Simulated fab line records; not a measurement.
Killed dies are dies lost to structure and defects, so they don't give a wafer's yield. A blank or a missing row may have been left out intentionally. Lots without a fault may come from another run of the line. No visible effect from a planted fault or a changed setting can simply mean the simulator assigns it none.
fab line records	flow nand-harc
[record] lots = 6	wafers = 18	last-day = 32
route steps=1302 shown P_GATE@118 END@1302
lots that met no fault: taken from a fault-free run of the same line
start-h: hours from the record's first day to the start of the lot's first wafer shown	wait-h: time in hours since the lot's previous step	" the same as in the row above	L1.1+2: one row covering several wafers at once	- no value present, or no start provided	* or withheld: withheld	< > ~ a bound
route shown NAME@n: names a module that has steps shown in the file, with the first one's number in the route	usual: mean and standard deviation over wafers with no fault	same: alike in all rows	chamber/n: place in a boat	sites: readings site by site	_std_site: standard deviation across them	_edge_site: inner sites' mean taken away from outer sites' mean	radius-mm: for every site, how far away it sits from the centre of the wafer	mask NAME#n: copy n	behind: the tool/chamber that last shaped the wafer	hold: what put the lot on hold/how long, in hours/how the hold closed	device: which transistor (n, p or np) failed to switch	end of line: the same wafers' tests at the end of the route	a step with no rows: only its recipe	killed: dies that structure and defects cost at the first sort, which is not the same as the wafer's yield	map: the dies of a wafer, with x for killed, . for not killed, _ for no die there
set.NAME: the run value of the setting; set.NAME@STEP: its run value at that earlier step	model.NAME: the simulator's own value behind a step, which no gauge read
lots seen at some steps along the route; tables by step, rows by wafer
services: the hour from which a tool's chamber was out of use, counted from the record's first day as start-h (under 0 if before that day), plus the number of hours and why
[[steps]]
[step NHARC_P_GATE_EBR_07]
[step NHARC_P_GATE_EXPOSE_08]
[recipe] na = 0.6	dose-mj = 16.75	mask-id = P_HV
[step NHARC_P_GATE_PEB_09]
[recipe] peb-temp-c = 118	peb-time-s = 85
[step NHARC_P_GATE_DEVELOP_10]
[recipe] time-s = 70
[step NHARC_P_GATE_CD_MEAS_11]
[recipe] target-cd-nm = 1640	landing-energy-ev = 500
[usual] cd-nm = 1639.4/1.5
lot.wafer	tool	chamber	start-h	wait-h	cd-nm
L887.1	cd-sem-03	0	122.53	-	1641.3
L887.2	"	0	"	"	1639.9
L887.3	"	0	"	"	1639.1
L888.3	cd-sem-02	0	126.70	-	1642.4
L888.5	"	0	"	"	1642.3
L888.6	"	0	"	"	1641.8
L898.1	cd-sem-01	0	226.55	-	1640.1
L898.3	"	0	"	"	1638.3
L898.6	"	0	"	"	1640.4
L900.2	cd-sem-02	0	253.44	-	1640.7
L900.4	"	0	"	"	1639.2
L900.6	"	0	"	"	1639.0
L902.1	cd-sem-02	0	271.07	-	1637.9
L902.2	"	0	"	"	1638.5
L902.6	"	0	"	"	1640.1
L903.1	cd-sem-03	0	287.22	-	1636.4
L903.5	"	0	"	"	1637.7
L903.6	"	0	"	"	1639.5
[step NHARC_P_GATE_HARDBAKE_12]
[recipe] temp-c = 125	time-s = 80
[step NHARC_P_GATE_DESCUM_13]
[recipe] time-s = 3	o2-flow-sccm = 200	ar-flow-sccm = 0	bias-power-w = 0	chemistry = O2
[usual] drypump-motor-current-A = 5.6/0.38	oes-product-au = 0.997/0.0099	rf-vpp-V = 57.7/0.86	showerhead-plenum-p-Torr = 1.92/0.07	throttle-valve-pct = 11.311/0.0096
lot.wafer	tool	chamber	start-h	wait-h	drypump-motor-current-A	oes-product-au	rf-hours-counter-h	rf-vpp-V	showerhead-plenum-p-Torr	throttle-valve-pct
L887.3	rie-diel-10	0	122.69	-	6.0	0.980	3.6	58.6	2.06	11.305
L887.2	"	1	"	"	5.5	0.992	3.9	58.8	1.91	11.313
L887.1	"	3	"	"	5.6	0.993	2.8	58.0	1.87	11.303
L888.3	rie-diel-03	3	126.88	-	6.1	1.007	0.2	56.7	1.80	11.316
L888.5	"	1	"	"	6.1	0.985	-	57.1	1.97	11.315
L888.6	"	2	"	"	4.9	0.996	-	57.9	1.97	11.320
L898.3	rie-diel-01	1	226.72	-	5.5	0.998	0.4	59.0	1.98	11.302
L898.1	"	3	"	"	5.1	0.993	0.5	56.0	1.84	11.302
L898.6	"	0	"	"	4.9	1.003	-	57.7	1.86	11.297
L900.4	rie-diel-01	0	253.61	-	4.9	0.994	1.9	58.2	1.86	11.298
L900.2	"	1	"	"	5.5	0.989	2.5	56.7	1.97	11.292
L900.6	"	0	"	"	4.9	1.001	-	58.0	1.86	11.325
L902.1	rie-diel-03	2	271.23	-	4.9	1.001	11.7	57.7	1.96	11.314
L902.2	"	0	"	"	5.4	0.986	12.4	59.3	1.98	11.323
L902.6	"	3	"	"	6.1	1.005	-	56.6	1.80	11.292
L903.1	rie-diel-10	0	287.40	-	6.0	0.992	1.7	58.4	2.06	11.324
L903.6	"	2	"	"	5.8	1.006	-	59.3	1.94	11.316
L903.5	"	3	"	"	5.6	0.997	-	58.2	1.87	11.315
[step NHARC_P_GATE_ETCH_14]
[recipe] target-depth-a = 488	chemistry = dHF	material = SiO2
[step NHARC_P_GATE_STRIP_15]
[recipe] time-s = 780	temp-c = 130	chemistry = SPM
[step NHARC_P_GATE_PRECLEAN_71]
[recipe] time-s = *	temp-c = 50	bath-age-min = 0	chemistry = SC1
[step NHARC_P_GATE_SRD_72]
[step NHARC_P_GATE_OXIDE_16]
[recipe] target-thk-a = 30	temp-c = 875	ox-time-s = 392	material = SiO2
[step NHARC_P_GATE_CVD_17]
[recipe] target-thk-a = 1500	temp-c = 620	time-s = 900	material = poly-Si
[usual] spike-tc-top-C = 635.5/2.7
lot.wafer	tool	chamber	start-h	wait-h	spike-tc-top-C
L887.1	lpcvd-poly-03	0	132.93	2.7	633.3
L887.2	"	0	"	"	633.7
L887.3	"	0	"	"	635.1
L888.3	lpcvd-poly-03	0	137.15	2.7	631.6
L888.5	"	0	"	"	632.5
L888.6	"	0	"	"	632.4
L898.1	lpcvd-poly-04	0	236.64	2.7	635.1
L898.3	"	0	"	"	636.5
L898.6	"	0	"	"	636.5
L900.2	lpcvd-poly-03	0	263.50	2.7	636.3
L900.4	"	0	"	"	633.0
L900.6	"	0	"	"	632.7
L902.1	lpcvd-poly-03	0	282.09	2.7	632.7
L902.2	"	0	"	"	632.2
L902.6	"	0	"	"	633.4
L903.1	lpcvd-poly-04	0	297.11	2.5	637.3
L903.5	"	0	"	"	635.1
L903.6	"	0	"	"	637.0
[step NHARC_P_GATE_HM_DEP_102]
[recipe] target-thk-a = 1200	temp-c = 400	material = aC
[usual] throttle-valve-pct = 35.000/0.0093
lot.wafer	tool	chamber	start-h	wait-h	throttle-valve-pct
L887.1	acl-dep-01	0	138.42	3.3	35.000
L887.2	"	0	"	"	35.002
L887.3	"	0	"	"	35.001
L888.3	acl-dep-03	0	144.03	4.7	35.021
L888.5	"	0	"	"	35.015
L888.6	"	0	"	"	34.990
L898.1	acl-dep-03	0	243.31	4.5	35.004
L898.3	"	0	"	"	34.986
L898.6	"	0	"	"	34.995
L900.2	acl-dep-03	0	269.36	3.6	34.999
L900.4	"	0	"	"	34.994
L900.6	"	0	"	"	34.978
L902.1	acl-dep-01	0	284.67	0.4	34.979
L902.2	"	0	"	"	34.998
L902.6	"	0	"	"	34.999
L903.1	acl-dep-01	0	300.84	1.5	35.007
L903.5	"	0	"	"	34.984
L903.6	"	0	"	"	35.002
[step NHARC_P_GATE_DEP_103]
[recipe] target-thk-a = 300	target-thk-nm = 30	temp-c = 400	flow-sccm = 200	rf-w = 350	material = SiON
[usual] heater-power-w = 727/96
lot.wafer	tool	chamber	start-h	wait-h	heater-power-w
L887.3	pecvd-04	1	139.13	0.4	676
L887.2	"	2	"	"	789
L887.1	"	0	"	"	791
L888.3	pecvd-01	1	144.56	0.4	927
L888.6	"	0	"	"	562
L888.5	"	1	"	"	917
L898.1	pecvd-02	2	243.97	0.6	623
L898.3	"	1	"	"	879
L898.6	"	1	"	"	879
L900.2	pecvd-01	0	269.94	0.5	599
L900.4	"	0	"	"	585
L900.6	"	1	"	"	1038
L902.1	pecvd-02	0	285.35	0.6	685
L902.2	"	2	"	"	588
L902.6	"	0	"	"	665
L903.1	pecvd-02	0	301.53	0.6	624
L903.5	"	2	"	"	632
L903.6	"	1	"	"	874
[step NHARC_P_GATE_DEHYDRATE_18]
[recipe] temp-c = 150	time-s = 120
[step NHARC_P_GATE_HMDS_19]
[recipe] time-s = 30
[step NHARC_P_GATE_COAT_20]
[recipe] spin-rpm = 1500	resist-thk-nm = 90
[step NHARC_P_GATE_SOFTBAKE_21]
[recipe] temp-c = 105	time-s = 55
[step NHARC_P_GATE_EBR_22]
[step NHARC_P_GATE_EXPOSE_23]
[recipe] na = 1.35	target-cd-nm = 120	dose-mj = 93.91	mask-id = P_GATE
[step NHARC_P_GATE_PEB_24]
[recipe] peb-temp-c = 100	peb-time-s = 65
[step NHARC_P_GATE_DEVELOP_25]
[recipe] develop-time-s = 35	dev-temp-c = 23
[step NHARC_P_GATE_CD_MEAS_26]
[recipe] target-cd-nm = 120	landing-energy-ev = 500
[usual] cd-nm = 120.0/0.73
lot.wafer	tool	chamber	start-h	wait-h	cd-nm
L887.1	cd-sem-03	0	139.80	-	120.1
L887.2	"	0	"	"	118.9
L887.3	"	0	"	"	119.0
L888.3	cd-sem-03	0	145.22	-	120.5
L888.5	"	0	"	"	120.1
L888.6	"	0	"	"	119.5
L898.1	cd-sem-02	0	244.52	-	120.0
L898.3	"	0	"	"	120.9
L898.6	"	0	"	"	120.1
L900.2	cd-sem-03	0	270.60	-	119.1
L900.4	"	0	"	"	120.6
L900.6	"	0	"	"	119.5
L902.1	cd-sem-03	0	285.90	-	120.7
L902.2	"	0	"	"	121.3
L902.6	"	0	"	"	121.4
L903.1	cd-sem-01	0	302.18	-	120.0
L903.5	"	0	"	"	119.7
L903.6	"	0	"	"	118.9
[step NHARC_P_GATE_OVL_MEAS_27]
[usual] overlay-x-nm = 0.0/0.83	overlay-y-nm = 0.2/0.89
lot.wafer	tool	chamber	start-h	wait-h	overlay-x-nm	overlay-y-nm
L887.1	overlay-02	-	139.89	-	-0.4	-0.1
L887.2	"	-	"	"	0.0	-0.3
L887.3	"	-	"	"	0.5	-0.6
L888.3	overlay-01	-	145.31	-	0.3	-0.1
L888.5	"	-	"	"	-0.6	-0.3
L888.6	"	-	"	"	-0.5	0.2
L898.1	overlay-01	-	244.61	-	1.7	-0.3
L898.3	"	-	"	"	1.3	-1.0
L898.6	"	-	"	"	1.1	-0.9
L900.2	overlay-02	-	270.68	-	-0.1	1.7
L900.4	"	-	"	"	-0.4	1.7
L900.6	"	-	"	"	-0.4	1.3
L902.1	overlay-01	-	285.99	-	-0.2	-0.5
L902.2	"	-	"	"	-0.3	0.4
L902.6	"	-	"	"	-0.7	0.0
L903.1	overlay-02	-	302.28	-	-0.6	1.9
L903.5	"	-	"	"	-0.4	1.4
L903.6	"	-	"	"	0.0	1.6
[step NHARC_P_GATE_INSPECT_28]
[usual] raw-defect-count = 5.7/2.8
lot.wafer	tool	chamber	start-h	wait-h	raw-defect-count
L887.1	defect-inspect-02	-	139.93	0.0	11
L887.2	"	-	"	"	19
L887.3	"	-	"	"	16
L888.3	defect-inspect-01	-	145.35	0.0	19
L888.5	"	-	"	"	11
L888.6	"	-	"	"	19
L898.1	defect-inspect-02	-	244.65	0.0	4
L898.3	"	-	"	"	6
L898.6	"	-	"	"	6
L900.2	defect-inspect-01	-	270.72	0.0	6
L900.4	"	-	"	"	2
L900.6	"	-	"	"	3
L902.1	defect-inspect-01	-	286.03	0.0	5
L902.2	"	-	"	"	11
L902.6	"	-	"	"	5
L903.1	defect-inspect-01	-	302.32	0.0	10
L903.5	"	-	"	"	2
L903.6	"	-	"	"	4
[step NHARC_P_GATE_DESCUM_31]
[recipe] time-s = 3	o2-flow-sccm = 200	ar-flow-sccm = 0	bias-power-w = 0	chemistry = O2
[usual] drypump-motor-current-A = 5.6/0.39	oes-product-au = 1.001/0.01	rf-vpp-V = 57.8/0.85	showerhead-plenum-p-Torr = 1.92/0.07	throttle-valve-pct = 11.311/0.0082
lot.wafer	tool	chamber	start-h	wait-h	drypump-motor-current-A	oes-product-au	rf-hours-counter-h	rf-vpp-V	showerhead-plenum-p-Torr	throttle-valve-pct
L887.2	rie-diel-10	1	139.99	0.1	5.5	0.987	5	57.2	1.91	11.316
L887.1	"	2	"	"	5.8	1.014	4	57.9	1.94	11.314
L887.3	"	0	"	"	6.0	0.994	4	58.2	2.06	11.308
L888.3	rie-diel-10	0	145.42	0.1	6.0	0.986	4	58.9	2.06	11.314
L888.5	"	2	"	"	5.8	1.016	-	58.8	1.94	11.312
L888.6	"	3	"	"	5.6	0.996	-	58.1	1.87	11.304
L898.3	rie-diel-01	3	244.71	0.1	5.1	0.987	2	56.4	1.84	11.323
L898.1	"	1	"	"	5.5	0.999	2	57.4	1.98	11.303
L898.6	"	0	"	"	4.9	1.013	-	57.0	1.86	11.318
L900.2	rie-diel-01	1	270.78	0.1	5.5	1.011	3	57.4	1.97	11.321
L900.4	"	0	"	"	4.9	1.000	2	57.6	1.86	11.301
L900.6	"	1	"	"	5.5	0.997	-	57.2	1.97	11.297
L902.1	rie-diel-10	1	286.09	0.1	5.5	1.007	2	55.8	1.90	11.315
L902.2	"	0	"	"	6.0	0.995	2	57.6	2.06	11.301
L902.6	"	2	"	"	5.8	1.001	-	58.0	1.94	11.319
L903.1	rie-diel-01	3	302.39	0.1	5.1	0.992	5	56.6	1.84	11.306
L903.6	"	2	"	"	6.0	0.993	-	58.8	1.87	11.304
L903.5	"	1	"	"	5.5	0.988	-	57.4	1.97	11.305
[step NHARC_END_SORT_01]
[recipe] temp-c = 25
[usual] killed-at-array = 53/18	killed-at-other = 1.0/1.2	killed-at-periphery = 3.6/2.4	killed-dies = 58/18	killed-open = 3.4/1.8	killed-short = 2.3/1.5
[same] gross-dies = 677
lot.wafer	tool	chamber	start-h	wait-h	killed-at-array	killed-at-other	killed-at-periphery	killed-dies	killed-open	killed-short
L888.3	prober-02	0	621.00	3.1	44	1	16	61	4	4
L888.5	prober-02	0	622.60	3.7	45	1	9	55	7	3
L888.6	prober-02	0	623.39	4.0	43	1	18	62	3	7
L887.1	prober-01	0	628.24	2.5	51	0	9	60	4	3
L887.2	prober-01	0	629.05	2.8	55	3	13	71	5	3
L887.3	prober-01	0	629.85	3.1	53	1	13	67	1	2
// killed by level:class
L888.3 A_CHANNEL_HOLE_D2:chamber-film-flake=27 P_GATE:unspecified=13 A_CONTACT:chamber-film-flake=7 A_CHANNEL_HOLE_D1:chamber-film-flake=2 P_STI:geometric-particle:short=1 P_GATE:geometric-particle:open=1 P_CONTACT:geometric-particle:open=1 A_CHANNEL_HOLE_D1:geometric-particle:short=1
L888.5 A_CHANNEL_HOLE_D2:chamber-film-flake=30 P_GATE:unspecified=5 A_CHANNEL_HOLE_D1:chamber-film-flake=4 A_CHANNEL_HOLE_D1:geometric-particle:open=3 A_WL_FILL:chamber-film-flake=2 A_CONTACT:chamber-film-flake=2 P_GATE:geometric-particle:open=1 P_CONTACT:geometric-particle:open=1
L888.6 A_CHANNEL_HOLE_D2:chamber-film-flake=25 P_GATE:unspecified=13 A_CONTACT:chamber-film-flake=5 A_CHANNEL_HOLE_D1:chamber-film-flake=3 A_STAIRCASE:chamber-film-flake=3 P_CONTACT:geometric-particle:short=2 P_GATE:geometric-particle:open=1 P_M1:geometric-particle:short=1
L887.1 A_CHANNEL_HOLE_D1:chamber-film-flake=20 A_STAIRCASE:chamber-film-flake=9 A_CHANNEL_HOLE_D2:chamber-film-flake=8 P_GATE:unspecified=6 A_CONTACT:chamber-film-flake=4 A_CHANNEL_FILL_D1:chamber-film-flake=3 A_ONON_D1:geometric-particle:open=2 P_M0:geometric-particle:open=1
L887.2 A_CHANNEL_HOLE_D1:chamber-film-flake=29 P_GATE:unspecified=10 A_STAIRCASE:chamber-film-flake=9 A_CHANNEL_HOLE_D2:chamber-film-flake=4 A_CONTACT:chamber-film-flake=3 THIN_TSV:chamber-film-flake=3 P_M1:geometric-particle:open=1 P_M0:geometric-particle:short=1
L887.3 A_CHANNEL_HOLE_D1:chamber-film-flake=26 A_CHANNEL_HOLE_D2:chamber-film-flake=10 P_GATE:unspecified=9 A_CONTACT:chamber-film-flake=5 A_STAIRCASE:chamber-film-flake=4 P_CONTACT:chamber-film-flake=2 A_SLIT:chamber-film-flake=2 A_CHANNEL_FILL_D1:chamber-film-flake=2
// map L887.2 (x killed, . not)
____________.____________
_________......._________
_______..........._______
______.x...........______
_____..............._____
____.................____
____.................____
___.........x..x.....x___
___..................x___
__.....................__
__.....................__
_.................x....x_
_.....x..........x......_
_....x.................._
_......................._
_.....xx..x...x........._
.......xxxxx............x
.....xx.....xxx..........
.........x.xxxxxx........
.........xxxxxxxx........
...........xxxx..........
_...x......xxxx.x......._
_............xx.....x..._
_.......x..xxx.x.....x.._
_..........xx.x........._
_....................x.._
__.................x...__
__.....................__
___.................x.___
___.................x.___
____.................____
____..............x.x____
_____.............x._____
______............x______
_______..........x_______
_________......._________
____________.____________
// map L888.6 (x killed, . not)
____________.____________
_________.....x._________
_______..x....x.xx_______
______.x....xxxxxxx______
_____.......xxxxx.x._____
____..........xx.x..x____
____...x......xxx.x..____
___...........x.......___
___.............x.....___
__.................x...__
__....x................__
_................x......_
_...x..x....x..........._
_.......xxx.......x....._
_......x..x............._
_......x........x......._
....x..x.................
........x................
......x.x................
........x...x.x..........
......x...............xx.
_......................._
_......................._
_......................._
_.....................x._
_......................._
__.....................__
__.....................__
___.........x.........___
___..............x....___
____..............x..____
____................x____
_____.........x....._____
______............x______
_______..........._______
_________......._________
____________.____________
[[services]]
tool	chamber	start-h	hours	kind
rie-diel-10	0	99.27	-	clean
rie-diel-10	1	99.27	-	clean
rie-diel-10	2	99.27	-	clean
rie-diel-10	3	99.27	-	clean
rie-diel-03	-	104.30	9.0	pm
pecvd-04	-	105.42	1.0	repair
rie-diel-01	0	109.41	-	clean
acl-dep-03	-	121.36	13.0	pm
pecvd-01	-	130.00	13.0	pm
pecvd-04	-	133.32	1.2	repair
acl-dep-01	-	191.53	13.0	pm
pecvd-02	-	197.18	0.3	repair
rie-diel-01	-	203.88	9.0	pm
rie-diel-10	1	208.56	10.6	repair
rie-diel-01	0	216.30	5.2	repair
rie-diel-10	1	221.55	2.7	repair
pecvd-02	-	227.18	13.0	pm
rie-diel-10	-	242.77	9.0	pm
pecvd-02	-	255.68	1.0	repair
pecvd-01	-	261.82	2.2	repair
pecvd-04	-	269.00	13.0	pm
rie-diel-03	-	281.30	9.0	pm
rie-diel-03	3	291.79	10.1	repair
rie-diel-01	0	296.60	7.8	repair
[[key]]
[first-sign] step = NHARC_P_GATE_INSPECT_28	reading = raw-defect-count	direction = up	sigmas = 3.6	usual = 5.7	struck = 15.8	wafers-moved = 4
[effect] step = NHARC_END_SORT_01	reading = killed-at-periphery	direction = up	sigmas = 3.9	usual = 3.6	struck = 13
met-at NHARC_P_GATE_CVD_17
struck-wafers L887.1,L887.2,L887.3,L888.3,L888.5,L888.6
tester-left-out L887,L888
[fault] kind = chamber-particle-source	tool = lpcvd-poly-03	chamber = 0	onset-h = 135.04	steps = NHARC_P_GATE_CVD_17	rate-per-visit-cm2 = 0.018515	end-h = 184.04
// tester-left-out: of these lots the tester's yield and bins aren't shown, on N5 and GAA mostly nor the transistor test; their killed dies are dies lost to structure and defects alone, not to doping, threshold or leakage, so they don't give the yield
